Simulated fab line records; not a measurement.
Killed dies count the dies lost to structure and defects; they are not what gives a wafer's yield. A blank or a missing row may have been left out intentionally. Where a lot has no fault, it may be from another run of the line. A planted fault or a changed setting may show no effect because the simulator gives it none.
Which tool did it? ; flow n5_finfet ; 24 lots with 72 wafers sampled at 2 steps, on a route of 1938 steps

## WHAT EACH GAUGE READ, for each wafer
N5_SDB_THK_MEAS_31.
lot;measured;on;SDB_THK (nm)
L074;day 4 00:37;film_metro-01;65.0 65.3 64.8
L075;day 4 02:58;film_metro-01;63.7 61.9 64.6
L076;day 4 09:56;film_metro-02;61.8 62.7 64.5
L077;day 4 15:38;film_metro-02;64.2 61.9 63.2
L078;day 4 22:36;film_metro-01;64.2 62.1 63.5
L079;day 5 05:07;film_metro-01;61.8 62.3 60.3
L080;day 5 13:01;film_metro-01;63.1 66.7 68.7
L081;day 5 16:22;film_metro-02;63.5 64.0 61.7
L082;day 5 19:40;film_metro-02;61.7 67.1 65.4
L083;day 6 02:05;film_metro-01;65.3 63.2 65.1
L084;day 6 09:27;film_metro-01;60.6 63.1 61.0
L085;day 6 18:50;film_metro-02;62.1 63.9 61.6
L086;day 7 02:02;film_metro-01;61.0 63.6 63.5
L087;day 7 11:43;film_metro-02;62.9 63.3 61.8
L088;day 7 11:50;film_metro-01;60.8 62.0 61.5
L089;day 8 00:36;film_metro-02;64.2 65.0 64.4
L090;day 8 06:49;film_metro-02;59.7 63.0 63.3
L091;day 8 10:53;film_metro-01;65.1 64.7 66.9
L092;day 8 15:41;film_metro-02;63.2 65.3 64.2
L093;day 8 18:29;film_metro-01;64.9 63.6 64.8
L094;day 9 02:20;film_metro-01;61.8 63.3 61.2
L095;day 9 04:43;film_metro-01;62.9 60.6 61.4
L096;day 9 15:25;film_metro-02;66.5 62.7 62.8
L097;day 9 16:58;film_metro-01;67.2 67.8 61.7

## WHAT TOOL EACH LOT RAN ON (gives the tool, then ch and the chambers of the sampled wafers, and finally the start)
lot;N5_SDB_CMP_30
L074;cmp-01 ch 0,1,2, day 4 00:19
L075;cmp-01 ch 1,2, day 4 02:40
L076;cmp-04 ch 0,1,2, day 4 09:46
L077;cmp-01 ch 0,1,3, day 4 15:20
L078;cmp-01 ch 0,2,3, day 4 22:21
L079;cmp-01 ch 0,2,3, day 5 04:49
L080;cmp-01 ch 0,1,3, day 5 12:44
L081;cmp-01 ch 0,1,3, day 5 16:06
L082;cmp-04 ch 0,2,3, day 5 19:25
L083;cmp-01 ch 0,2,3, day 6 01:52
L084;cmp-01 ch 1,2,3, day 6 09:08
L085;cmp-02 ch 1,2,3, day 6 18:37
L086;cmp-01 ch 0,2,3, day 7 01:46
L087;cmp-01 ch 0,2,3, day 7 11:25
L088;cmp-02 ch 1,2, day 7 11:33
L089;cmp-01 ch 0,3, day 8 00:20
L090;cmp-04 ch 0,2,3, day 8 06:31
L091;cmp-02 ch 1,2, day 8 10:38
L092;cmp-02 ch 0,1,2, day 8 15:26
L093;cmp-02 ch 0,1,3, day 8 18:16
L094;cmp-01 ch 1,2, day 9 02:02
L095;cmp-02 ch 0,1, day 9 04:25
L096;cmp-04 ch 0,2, day 9 15:07
L097;cmp-01 ch 0,1,2, day 9 16:47
- N5_SDB_CMP_30: polishes, stops on poly-Si, t overpolish 1.54 s, target thk 30 nm.

## WHAT THE TOOLS THEMSELVES READ (means of the sampled wafers that have a number; where no wafer has one, the mark that the record gives instead)
N5_SDB_CMP_30.
lot;tool;head_pressure_psi (psi);motor_current_A (A);overpolish_run_s (s);retaining_ring_pressure_frac;time_to_endpoint_s (s)
L074;cmp-01;4.147;12.8;1.533;1.001;15.3
L075;cmp-01;4.153;12.4;1.545;0.999;15.2
L076;cmp-04;4.149;11.6;1.545;1.002;11.4
L077;cmp-01;4.147;12.8;1.536;0.997;18.5
L078;cmp-01;4.152;13.2;1.535;1.001;17.9
L079;cmp-01;4.160;13.5;1.543;1.002;14.6
L080;cmp-01;4.140;12.9;1.536;0.999;14.6
L081;cmp-01;4.158;13.0;1.533;1.000;17.3
L082;cmp-04;4.144;12.4;1.536;0.999;9.3
L083;cmp-01;4.153;13.5;1.539;0.999;17.0
L084;cmp-01;4.151;12.7;1.543;0.997;20.6
L085;cmp-02;4.150;12.3;1.537;1.000;13.4
L086;cmp-01;4.150;13.7;1.541;1.002;16.0
L087;cmp-01;4.150;13.9;1.537;1.002;18.3
L088;cmp-02;4.146;13.2;1.545;1.005;13.4
L089;cmp-01;4.147;13.1;1.540;0.995;14.4
L090;cmp-04;4.149;12.6;1.547;0.998;14.3
L091;cmp-02;4.138;13.3;1.542;1.006;14.8
L092;cmp-02;4.139;13.1;1.539;1.001;16.0
L093;cmp-02;4.156;12.2;1.538;0.993;16.5
L094;cmp-01;4.144;12.2;1.540;1.002;15.4
L095;cmp-02;4.153;12.7;1.533;0.990;15.7
L096;cmp-04;4.148;11.7;1.538;1.004;14.2
L097;cmp-01;4.150;12.9;1.544;1.001;16.1

## THE ANSWER, worked out from the rows above alone
Rule: usual is defined by the lots themselves. Put in order of their means at a reading, lots are off if they are a third of the lots or fewer, leave a main group of 4 or more, and stand apart from it by a gap of 3 or more times the standard deviation of the main group's means; of several such gaps the widest counts. If all means in a main group match to the digits the tables above print for the reading, that group is not used. A lot without any number at a reading at which 4 lots or more have one is off too. All remaining lots with rows at the step are treated as sound. The gauges are gone through in route order, then the tools' own readings, and for those a lot's mean is taken as printed above. The first step at which some lot is off is used, and at that step the reading that is off furthest; a lot without a number counts as furthest.
No lot is off at any reading shown: from this, nothing can be told.

## WHAT THE SIMULATOR HAD PUT IN
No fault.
